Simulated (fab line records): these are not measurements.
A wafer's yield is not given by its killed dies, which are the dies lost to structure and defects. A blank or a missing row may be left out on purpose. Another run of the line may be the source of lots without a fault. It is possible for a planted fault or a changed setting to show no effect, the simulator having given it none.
The tool behind it: which one? :: flow nand_harc :: 36 wafers from 12 lots sampled at 6 of the route's 1159 steps

== WHAT THE GAUGES READ, wafer by wafer ==
NHARC_P_GATE_CD_MEAS_59: target cd 720 nm.
lot: L200
measured: day 5 15:25
on: cd_sem-03
cd_nm (nm): 719.4 721.6 719.9

lot: L201
measured: day 5 22:29
on: cd_sem-01
cd_nm (nm): 720.5 719.9 719.3

lot: L204
measured: day 6 20:01
on: cd_sem-01
cd_nm (nm): 720.5 719.6 719.4

lot: L203
measured: day 6 22:23
on: cd_sem-03
cd_nm (nm): 720.0 718.9 719.7

lot: L205
measured: day 7 02:45
on: cd_sem-02
cd_nm (nm): 845.1 844.6 843.9

lot: L213
measured: day 9 00:52
on: cd_sem-03
cd_nm (nm): 719.1 721.4 721.5

lot: L215
measured: day 9 13:31
on: cd_sem-02
cd_nm (nm): 719.0 717.8 718.9

lot: L216
measured: day 9 13:13
on: cd_sem-01
cd_nm (nm): 719.4 719.6 722.6

lot: L217
measured: day 9 20:29
on: cd_sem-03
cd_nm (nm): 719.8 720.6 720.3

lot: L218
measured: day 10 04:26
on: cd_sem-03
cd_nm (nm): 720.2 721.4 721.4

lot: L219
measured: day 10 13:27
on: cd_sem-03
cd_nm (nm): 719.1 718.8 718.3

lot: L220
measured: day 10 19:43
on: cd_sem-03
cd_nm (nm): 718.2 720.0 718.3

NHARC_END_SORT_01.
lot: L205
measured: day 21 13:03
on: prober-01
killed_at_array: 11 7 14
killed_at_other: 0 0 0
killed_at_periphery: 318 314 288
killed_dies: 329 321 302
killed_open: 1 1 2
killed_short: 1 1 1

== WHICH TOOL RAN EACH LOT (tool, then ch and the chambers of the sampled wafers, then the start) ==
lot: L200
NHARC_P_GATE_DESCUM_13: rie_diel-11 ch 0,2, day 4 10:52
NHARC_P_GATE_STRIP_101: rie_diel-01 ch 2,3, day 5 12:48
NHARC_P_GATE_EXPOSE_56: krf_scanner-04 ch 0, day 5 15:15
NHARC_P_GATE_RTA_64: rtp_anneal-02 ch 0, day 5 18:57

lot: L201
NHARC_P_GATE_DESCUM_13: rie_diel-01 ch 0,2,3, day 4 19:01
NHARC_P_GATE_STRIP_101: rie_diel-01 ch 1,2,3, day 5 19:48
NHARC_P_GATE_EXPOSE_56: krf_scanner-04 ch 0, day 5 22:20
NHARC_P_GATE_RTA_64: rtp_anneal-02 ch 0, day 6 02:03

lot: L204
NHARC_P_GATE_DESCUM_13: rie_diel-07 ch 0,3, day 5 12:03
NHARC_P_GATE_STRIP_101: rie_diel-07 ch 1,2,3, day 6 17:13
NHARC_P_GATE_EXPOSE_56: krf_scanner-03 ch 0, day 6 19:52
NHARC_P_GATE_RTA_64: rtp_anneal-02 ch 0, day 6 23:37

lot: L203
NHARC_P_GATE_DESCUM_13: rie_diel-11 ch 2,3, day 5 12:17
NHARC_P_GATE_STRIP_101: rie_diel-07 ch 0,3, day 6 19:41
NHARC_P_GATE_EXPOSE_56: krf_scanner-04 ch 0, day 6 22:14
NHARC_P_GATE_RTA_64: rtp_anneal-01 ch 0, day 7 02:05

lot: L205
NHARC_P_GATE_DESCUM_13: rie_diel-07 ch 0,1,2, day 5 21:17
NHARC_P_GATE_STRIP_101: rie_diel-11 ch 0,3, day 7 00:04
NHARC_P_GATE_EXPOSE_56: krf_scanner-03 ch 0, day 7 02:35
NHARC_P_GATE_RTA_64: rtp_anneal-02 ch 0, day 7 06:22

lot: L213
NHARC_P_GATE_DESCUM_13: rie_diel-07 ch 0,3, day 7 20:08
NHARC_P_GATE_STRIP_101: rie_diel-01 ch 1,2,3, day 8 21:53
NHARC_P_GATE_EXPOSE_56: krf_scanner-03 ch 0, day 9 00:43
NHARC_P_GATE_RTA_64: rtp_anneal-02 ch 0, day 9 04:23

lot: L215
NHARC_P_GATE_DESCUM_13: rie_diel-07 ch 1,2,3, day 8 10:01
NHARC_P_GATE_STRIP_101: rie_diel-07 ch 0,1, day 9 10:46
NHARC_P_GATE_EXPOSE_56: krf_scanner-03 ch 0, day 9 13:22
NHARC_P_GATE_RTA_64: rtp_anneal-02 ch 0, day 9 17:18

lot: L216
NHARC_P_GATE_DESCUM_13: rie_diel-07 ch 1,2,3, day 8 10:10
NHARC_P_GATE_STRIP_101: rie_diel-11 ch 0,2,3, day 9 10:38
NHARC_P_GATE_EXPOSE_56: krf_scanner-03 ch 0, day 9 13:03
NHARC_P_GATE_RTA_64: rtp_anneal-01 ch 0, day 9 16:44

lot: L217
NHARC_P_GATE_DESCUM_13: rie_diel-11 ch 1,2,3, day 8 16:59
NHARC_P_GATE_STRIP_101: rie_diel-07 ch 0,1,3, day 9 18:03
NHARC_P_GATE_EXPOSE_56: krf_scanner-03 ch 0, day 9 20:20
NHARC_P_GATE_RTA_64: rtp_anneal-01 ch 0, day 10 00:11

lot: L218
NHARC_P_GATE_DESCUM_13: rie_diel-07 ch 1,3, day 9 01:16
NHARC_P_GATE_STRIP_101: rie_diel-07 ch 0,2,3, day 10 02:00
NHARC_P_GATE_EXPOSE_56: krf_scanner-03 ch 0, day 10 04:16
NHARC_P_GATE_RTA_64: rtp_anneal-02 ch 0, day 10 07:50

lot: L219
NHARC_P_GATE_DESCUM_13: rie_diel-07 ch 1,2, day 9 09:04
NHARC_P_GATE_STRIP_101: rie_diel-11 ch 1,2,3, day 10 10:44
NHARC_P_GATE_EXPOSE_56: krf_scanner-02 ch 0, day 10 13:17
NHARC_P_GATE_RTA_64: rtp_anneal-01 ch 0, day 10 17:54

lot: L220
NHARC_P_GATE_DESCUM_13: rie_diel-01 ch 1,2,3, day 9 15:05
NHARC_P_GATE_STRIP_101: rie_diel-01 ch 1,3, day 10 17:08
NHARC_P_GATE_EXPOSE_56: krf_scanner-03 ch 0, day 10 19:33
NHARC_P_GATE_RTA_64: rtp_anneal-02 ch 0, day 10 23:20
- NHARC_P_GATE_DESCUM_13: chemistry O2, time 3 s.
- NHARC_P_GATE_STRIP_101: strips in O2, time 20 s.
- NHARC_P_GATE_EXPOSE_56: exposes mask P PSD, target cd 720 nm.
- NHARC_P_GATE_RTA_64: time 1 s.

== AS READ BY THE TOOLS THEMSELVES (means over the sampled wafers that have a number; for cases with no such wafer, the mark the record gives instead) ==
NHARC_P_GATE_DESCUM_13.
lot: L200
tool: rie_diel-11
drypump_motor_current_A (A): 5.47
oes_product_au (a.u.): 1.012
rf_vpp_V (V): 57.4
showerhead_plenum_p_Torr (Torr): 1.95
throttle_valve_pct (%): 11.305

lot: L201
tool: rie_diel-01
drypump_motor_current_A (A): 5.95
oes_product_au (a.u.): 1.003
rf_vpp_V (V): 59.1
showerhead_plenum_p_Torr (Torr): 1.93
throttle_valve_pct (%): 11.308

lot: L204
tool: rie_diel-07
drypump_motor_current_A (A): 5.64
oes_product_au (a.u.): 0.997
rf_vpp_V (V): 57.4
showerhead_plenum_p_Torr (Torr): 1.91
throttle_valve_pct (%): 11.308

lot: L203
tool: rie_diel-11
drypump_motor_current_A (A): 5.64
oes_product_au (a.u.): 1.002
rf_vpp_V (V): 57.3
showerhead_plenum_p_Torr (Torr): 1.81
throttle_valve_pct (%): 11.309

lot: L205
tool: rie_diel-07
drypump_motor_current_A (A): 5.86
oes_product_au (a.u.): 1.000
rf_vpp_V (V): 58.0
showerhead_plenum_p_Torr (Torr): 1.87
throttle_valve_pct (%): 11.305

lot: L213
tool: rie_diel-07
drypump_motor_current_A (A): 5.66
oes_product_au (a.u.): 0.989
rf_vpp_V (V): 58.5
showerhead_plenum_p_Torr (Torr): 1.91
throttle_valve_pct (%): 11.318

lot: L215
tool: rie_diel-07
drypump_motor_current_A (A): 5.75
oes_product_au (a.u.): 0.994
rf_vpp_V (V): 57.6
showerhead_plenum_p_Torr (Torr): 1.91
throttle_valve_pct (%): 11.310

lot: L216
tool: rie_diel-07
drypump_motor_current_A (A): 5.75
oes_product_au (a.u.): 0.993
rf_vpp_V (V): 57.4
showerhead_plenum_p_Torr (Torr): 1.91
throttle_valve_pct (%): 11.313

lot: L217
tool: rie_diel-11
drypump_motor_current_A (A): 5.89
oes_product_au (a.u.): 0.998
rf_vpp_V (V): 57.8
showerhead_plenum_p_Torr (Torr): 1.85
throttle_valve_pct (%): 11.318

lot: L218
tool: rie_diel-07
drypump_motor_current_A (A): 5.66
oes_product_au (a.u.): 1.003
rf_vpp_V (V): 58.0
showerhead_plenum_p_Torr (Torr): 1.90
throttle_valve_pct (%): 11.308

lot: L219
tool: rie_diel-07
drypump_motor_current_A (A): 5.87
oes_product_au (a.u.): 1.010
rf_vpp_V (V): 58.6
showerhead_plenum_p_Torr (Torr): 1.86
throttle_valve_pct (%): 11.312

lot: L220
tool: rie_diel-01
drypump_motor_current_A (A): 5.79
oes_product_au (a.u.): 0.998
rf_vpp_V (V): 57.4
showerhead_plenum_p_Torr (Torr): 1.84
throttle_valve_pct (%): 11.317

NHARC_P_GATE_STRIP_101.
lot: L200
tool: rie_diel-01
drypump_motor_current_A (A): 5.74
oes_product_au (a.u.): 1.003
rf_vpp_V (V): 58.0
showerhead_plenum_p_Torr (Torr): 3.46
throttle_valve_pct (%): 17.037

lot: L201
tool: rie_diel-01
drypump_motor_current_A (A): 5.80
oes_product_au (a.u.): 0.999
rf_vpp_V (V): 56.2
showerhead_plenum_p_Torr (Torr): 3.43
throttle_valve_pct (%): 17.033

lot: L204
tool: rie_diel-07
drypump_motor_current_A (A): 5.77
oes_product_au (a.u.): 1.005
rf_vpp_V (V): 57.9
showerhead_plenum_p_Torr (Torr): 3.52
throttle_valve_pct (%): 17.055

lot: L203
tool: rie_diel-07
drypump_motor_current_A (A): 5.77
oes_product_au (a.u.): 0.996
rf_vpp_V (V): 58.7
showerhead_plenum_p_Torr (Torr): 3.46
throttle_valve_pct (%): 17.034

lot: L205
tool: rie_diel-11
drypump_motor_current_A (A): 5.55
oes_product_au (a.u.): 0.997
rf_vpp_V (V): 57.9
showerhead_plenum_p_Torr (Torr): 3.61
throttle_valve_pct (%): 17.042

lot: L213
tool: rie_diel-01
drypump_motor_current_A (A): 5.80
oes_product_au (a.u.): 1.008
rf_vpp_V (V): 56.3
showerhead_plenum_p_Torr (Torr): 3.42
throttle_valve_pct (%): 17.044

lot: L215
tool: rie_diel-07
drypump_motor_current_A (A): 5.86
oes_product_au (a.u.): 1.001
rf_vpp_V (V): 56.9
showerhead_plenum_p_Torr (Torr): 3.39
throttle_valve_pct (%): 17.035

lot: L216
tool: rie_diel-11
drypump_motor_current_A (A): 5.56
oes_product_au (a.u.): 1.004
rf_vpp_V (V): 58.0
showerhead_plenum_p_Torr (Torr): 3.63
throttle_valve_pct (%): 17.035

lot: L217
tool: rie_diel-07
drypump_motor_current_A (A): 5.78
oes_product_au (a.u.): 0.995
rf_vpp_V (V): 57.9
showerhead_plenum_p_Torr (Torr): 3.45
throttle_valve_pct (%): 17.042

lot: L218
tool: rie_diel-07
drypump_motor_current_A (A): 5.76
oes_product_au (a.u.): 0.996
rf_vpp_V (V): 57.9
showerhead_plenum_p_Torr (Torr): 3.52
throttle_valve_pct (%): 17.031

lot: L219
tool: rie_diel-11
drypump_motor_current_A (A): 5.89
oes_product_au (a.u.): 0.994
rf_vpp_V (V): 58.1
showerhead_plenum_p_Torr (Torr): 3.59
throttle_valve_pct (%): 17.029

lot: L220
tool: rie_diel-01
drypump_motor_current_A (A): 5.90
oes_product_au (a.u.): 1.005
rf_vpp_V (V): 58.0
showerhead_plenum_p_Torr (Torr): 3.38
throttle_valve_pct (%): 17.031

NHARC_P_GATE_RTA_64.
lot: L200
tool: rtp_anneal-02
lamp_power_pct (%): 32.4
lamp_zone_5_pct (%): 32.4
wafer_temp_C_max: 1056.9

lot: L201
tool: rtp_anneal-02
lamp_power_pct (%): 32.4
lamp_zone_5_pct (%): 32.3
wafer_temp_C_max: 1056.0

lot: L204
tool: rtp_anneal-02
lamp_power_pct (%): 32.4
lamp_zone_5_pct (%): 32.4
wafer_temp_C_max: 1055.9

lot: L203
tool: rtp_anneal-01
lamp_power_pct (%): 36.8
lamp_zone_5_pct (%): 36.7
wafer_temp_C_max: 1055.6

lot: L205
tool: rtp_anneal-02
lamp_power_pct (%): 32.3
lamp_zone_5_pct (%): 32.4
wafer_temp_C_max: 1056.9

lot: L213
tool: rtp_anneal-02
lamp_power_pct (%): 32.4
lamp_zone_5_pct (%): 32.4
wafer_temp_C_max: 1056.4

lot: L215
tool: rtp_anneal-02
lamp_power_pct (%): 32.4
lamp_zone_5_pct (%): 32.4
wafer_temp_C_max: 1057.2

lot: L216
tool: rtp_anneal-01
lamp_power_pct (%): 36.7
lamp_zone_5_pct (%): 36.7
wafer_temp_C_max: 1055.1

lot: L217
tool: rtp_anneal-01
lamp_power_pct (%): 36.7
lamp_zone_5_pct (%): 36.7
wafer_temp_C_max: 1055.4

lot: L218
tool: rtp_anneal-02
lamp_power_pct (%): 32.4
lamp_zone_5_pct (%): 32.3
wafer_temp_C_max: 1057.1

lot: L219
tool: rtp_anneal-01
lamp_power_pct (%): 36.8
lamp_zone_5_pct (%): 36.7
wafer_temp_C_max: 1056.2

lot: L220
tool: rtp_anneal-02
lamp_power_pct (%): 32.3
lamp_zone_5_pct (%): 32.3
wafer_temp_C_max: 1056.5

== THE ANSWER, worked out from the rows above alone ==
Rule: the usual values come from the lots themselves. The widest of any qualifying gaps counts: lots, ordered by their means at a reading, are off when they make up no more than a third of the lots, leave a main group of 4 or more, and stand apart from it by 3 or more times the standard deviation of that group's means. A main group whose means are all the same, to the digits that the tables above print for the reading, isn't used. A lot without any number at a reading at which 4 lots or more have one is off too. All remaining lots with rows at the step are treated as sound. The gauges are gone through in route order, then the tools' own readings, and for those a lot's mean is taken as printed above. The first step at which some lot is off is used, and at that step the reading that is off furthest; a lot without a number counts as furthest.
Off: L205 (NHARC_P_GATE_CD_MEAS_59, cd_nm). Main group: mean 719.8 nm, sd 0.79.
If a tool, at a process step before that reading, ran all the lots that are off and no sound lot after the first of them, it fits. The gauges at NHARC_P_GATE_CD_MEAS_59 aren't tried: what is off there is off at NHARC_P_GATE_STRIP_101 too, on other tools, and a gauge's error can't cause that. No candidate that was tried fits.

== WHAT THE SIMULATOR HAD INSERTED ==
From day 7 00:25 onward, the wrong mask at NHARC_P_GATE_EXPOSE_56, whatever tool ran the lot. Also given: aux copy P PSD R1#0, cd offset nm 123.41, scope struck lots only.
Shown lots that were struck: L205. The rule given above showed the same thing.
